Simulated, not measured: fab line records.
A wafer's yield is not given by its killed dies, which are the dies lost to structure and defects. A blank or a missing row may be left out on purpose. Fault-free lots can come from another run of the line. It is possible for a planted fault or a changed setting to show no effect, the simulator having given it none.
Split-lot study ; flow n5_finfet ; on a route of 1938 steps: 7 lots, 21 wafers read

THE SPLIT ITSELF
At N5_BEOL_M2_COAT_67 (time 60 s, resist thk 60 nm), the setting spin_rpm was moved away from the recipe's 1500 rpm on 4 of the 21 wafers read, by -10.9% to +11.1%. All remaining wafers had this setting at the recipe value.

FROM THE SPLIT TO THE READING: what the file shows between them, 8 steps
- N5_BEOL_M2_EXPOSE_25: exposes mask V1, defocus 5 nm (also split here: dose_mj)
- N5_BEOL_M2_PEB_26: peb time 60 s
- N5_BEOL_M2_DEVELOP_27: develop time 30 s
- N5_BEOL_M2_ALD_98: deposits SiO2, target thk 2.5 nm, pulse time 1 s, co reactant pulse time 1 s
- N5_BEOL_M2_ETCHBACK_99: etches SiO2 in CHF3, target depth 5 nm, time 10.4 s
- N5_BEOL_M2_ETCH_70: etches SOC in N2/H2, target depth 80 nm, overetch 24 nm, time 130 s
- N5_BEOL_M2_STRIP_71: strips in N2/H2
- N5_BEOL_M2_STRIP_78: strips in N2/H2

THE READING
SOC_of_BEOL_M2_COAT_67.thk_nm (the simulator's own value, which no gauge read), in nm, at N5_BEOL_M2_VIA_ETCH_34 (etches the open film in C4F6/O2, target depth 69.4 nm, time 65.9 s). The file does not state a usual value for it. Average 51.8 nm, standard deviation 0.29 nm, over the 17 wafers here run with the recipe.

wafer;tool, chamber at the split;spin_rpm as run, rpm;against the recipe;SOC_of_BEOL_M2_COAT_67.thk_nm, nm;against lot-mates on the recipe
L077.3;litho_track-02, 0;1500;recipe;51.8;-
L077.5;litho_track-02, 0;1500;recipe;52;-
L077.6;litho_track-02, 0;1500;recipe;51.6;-
L078.1;litho_track-04, 0;1500;recipe;51.6;-
L078.2;litho_track-04, 0;1500;recipe;51.4;-
L078.4;litho_track-04, 0;1596;+6.4%;49.2;-2.3
L079.1;litho_track-02, 0;1500;recipe;52.2;-
L079.2;litho_track-02, 0;1336;-10.9%;55.4;+3.2
L079.6;litho_track-02, 0;1336;-10.9%;55.2;+3.0
L082.4;litho_track-01, 0;1500;recipe;51.6;-
L082.5;litho_track-01, 0;1666;+11.1%;49;-2.5
L082.6;litho_track-01, 0;1500;recipe;51.4;-
L085.2;litho_track-04, 0;1500;recipe;52.4;-
L085.3;litho_track-04, 0;1500;recipe;52;-
L085.6;litho_track-04, 0;1500;recipe;51.6;-
L088.3;litho_track-02, 0;1500;recipe;51.6;-
L088.4;litho_track-02, 0;1500;recipe;51.4;-
L088.5;litho_track-02, 0;1500;recipe;52.2;-
L090.4;litho_track-02, 0;1500;recipe;51.8;-
L090.6;litho_track-02, 0;1500;recipe;51.8;-
L090.5;litho_track-02, 0;1500;recipe;51.6;-

FIT RESULTS
A straight line over all 21 wafers: SOC_of_BEOL_M2_COAT_67.thk_nm changes by -0.309 nm for each +1% of spin_rpm; r = -0.97; the points scatter about the line by 0.35 nm.
The same after taking each lot's own level away (the mean of its wafers on the recipe; 21 wafers): -0.274 nm for each +1%; r = -0.98; scatter 0.27 nm.
According to that fit, moving spin_rpm by its largest amount changes the reading by 3 nm.
The lots' own levels span 51.50 to 52.20 nm, that is 2.4 times the standard deviation above.
So the lot-to-lot level changes the slope: the two fits differ.
Check: for one of the wafers moved furthest among these (+11.1%), held out of the fit, the line's prediction against its lot-mates is -3.32 nm. It came out at -2.5 nm against them.

OTHER SPLITS APPLIED TO THESE WAFERS
Before the reading, these wafers also passed through other splits. Each is held against what the fit with the lots' levels taken away leaves over:
other split on the same wafers;wafers away from the commonest value;r with SOC_of_BEOL_M2_COAT_67.thk_nm (lot level and that fit taken away)
N5_BEOL_M0_SAQP_PECVD_96 time_s;7;+0.06
N5_BEOL_M0_SAQP_DEVELOP_13 develop_time_s;4;+0.03
N5_BEOL_M0_CUTY_ETCH_63 source_w;7;-0.37
N5_BEOL_M1_ETCH_74 bias_w;6;-0.03
N5_BEOL_M2_EXPOSE_25 dose_mj;5;+0.04

THE WHOLE CHAIN: every reading that the file lists as answering this split, in the file's order
step;what it does;reading;change (the file's fit);r (the file's)
N5_BEOL_M2_COAT_67;time 60 s, resist thk 60 nm;SOC_of_BEOL_M2_COAT_67.thk_nm (the simulator's own value, which no gauge read);-0.292 nm for each +1% of the setting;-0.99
N5_BEOL_M2_ETCH_70;etches SOC in N2/H2, target depth 80 nm, overetch 24 nm, time 130 s;etch.depth_nm (the simulator's own value, which no gauge read);-0.293 nm for each +1% of the setting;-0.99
N5_BEOL_M2_VIA_ETCH_34;etches the open film in C4F6/O2, target depth 69.4 nm, time 65.9 s;SOC_of_BEOL_M2_COAT_67.thk_nm (the simulator's own value, which no gauge read);-0.27 nm for each +1% of the setting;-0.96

FILE'S OWN FIT
SOC_of_BEOL_M2_COAT_67.thk_nm changes by -0.27 nm for each +1% of spin_rpm, r = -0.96.
